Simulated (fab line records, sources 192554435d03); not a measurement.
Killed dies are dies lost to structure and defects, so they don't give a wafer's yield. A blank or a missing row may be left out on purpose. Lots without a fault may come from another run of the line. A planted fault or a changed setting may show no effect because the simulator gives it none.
Chamber matching | flow n5_finfet | N5_MOL_CONTACT_COAG_ETCH_91 on rie_diel-04: 4 sister chambers
The step etches SOC in N2/H2, target depth 60 nm, overetch 21 nm, time 101.2 s. 18 wafers are shown with their chamber, then 9 later ones without.

WAFERS WITH THEIR CHAMBER
wafer  | chamber | showerhead_plenum_p_Torr (Torr) | drypump_motor_current_A (A) | oes_product_au (a.u.)
L076.1 | 0       | 2.70                            | 6.4                         | 0.77
L076.5 | 1       | 2.42                            | 6.1                         | 0.62
L076.6 | 2       | 2.49                            | 6.1                         | 0.76
L077.2 | 2       | 2.49                            | 6.1                         | 0.75
L077.3 | 0       | 2.70                            | 6.4                         | 0.76
L077.6 | 0       | 2.70                            | 6.4                         | 0.77
L078.2 | 2       | 2.49                            | 6.0                         | 0.74
L078.5 | 0       | 2.70                            | 6.4                         | 0.77
L078.6 | 1       | 2.42                            | 6.1                         | 0.62
L080.1 | 2       | 2.48                            | 6.1                         | 0.75
L080.2 | 0       | 2.70                            | 6.4                         | 0.76
L080.6 | 3       | 2.53                            | 6.0                         | 0.62
L082.1 | 1       | 2.41                            | 6.1                         | 0.62
L082.2 | 0       | 2.70                            | 6.4                         | 0.75
L082.6 | 0       | 2.70                            | 6.4                         | 0.75
L090.1 | 2       | 2.47                            | 6.1                         | 0.71
L090.4 | 0       | 2.69                            | 6.4                         | 0.75
L090.5 | 3       | 2.52                            | 6.0                         | 0.61

SIGNATURES (means of the wafers above)
reading                  | chamber 0 | chamber 1 | chamber 2 | chamber 3 | scatter within a chamber
showerhead_plenum_p_Torr | 2.6987    | 2.4167    | 2.4840    | 2.5250    | 0.00612
drypump_motor_current_A  | 6.400     | 6.100     | 6.080     | 6.000     | 0.0239
oes_product_au           | 0.7600    | 0.6200    | 0.7420    | 0.6150    | 0.0123
Rule: a wafer's distance from a chamber is the root of the sum, over the readings, of the square of ((its reading less the chamber's mean) divided by the reading's scatter). The wafer belongs to the nearest chamber; if the next one is less than 2 further off, it can't be placed. The scatter: the root of (the sum of the squares of (reading less its chamber's mean) over the shown wafers, divided by (wafers less chambers)).

WAFERS WITHOUT THEIR CHAMBER
wafer  | showerhead_plenum_p_Torr (Torr) | drypump_motor_current_A (A) | oes_product_au (a.u.)
L091.3 | 2.40                            | 6.1                         | 0.60
L091.4 | 2.47                            | 6.1                         | 0.71
L091.5 | 2.47                            | 6.1                         | 0.71
L094.1 | 2.52                            | 6.0                         | 0.61
L094.2 | 2.40                            | 6.1                         | 0.60
L094.4 | 2.47                            | 6.1                         | 0.70
L097.2 | 2.68                            | 6.4                         | 0.71
L097.4 | 2.40                            | 6.1                         | 0.60
L097.6 | 2.68                            | 6.4                         | 0.72

WHICH CHAMBER EACH WENT THROUGH
wafer  | from the rows above | in truth
L091.3 | 1                   | 1
L091.4 | 2                   | 2
L091.5 | 2                   | 2
L094.1 | 3                   | 3
L094.2 | 1                   | 1
L094.4 | 2                   | 2
L097.2 | 0                   | 0
L097.4 | 1                   | 1
L097.6 | 0                   | 0
Placed correctly: 9 of 9. Can't be placed from these rows: 0. Placed wrongly: 0.
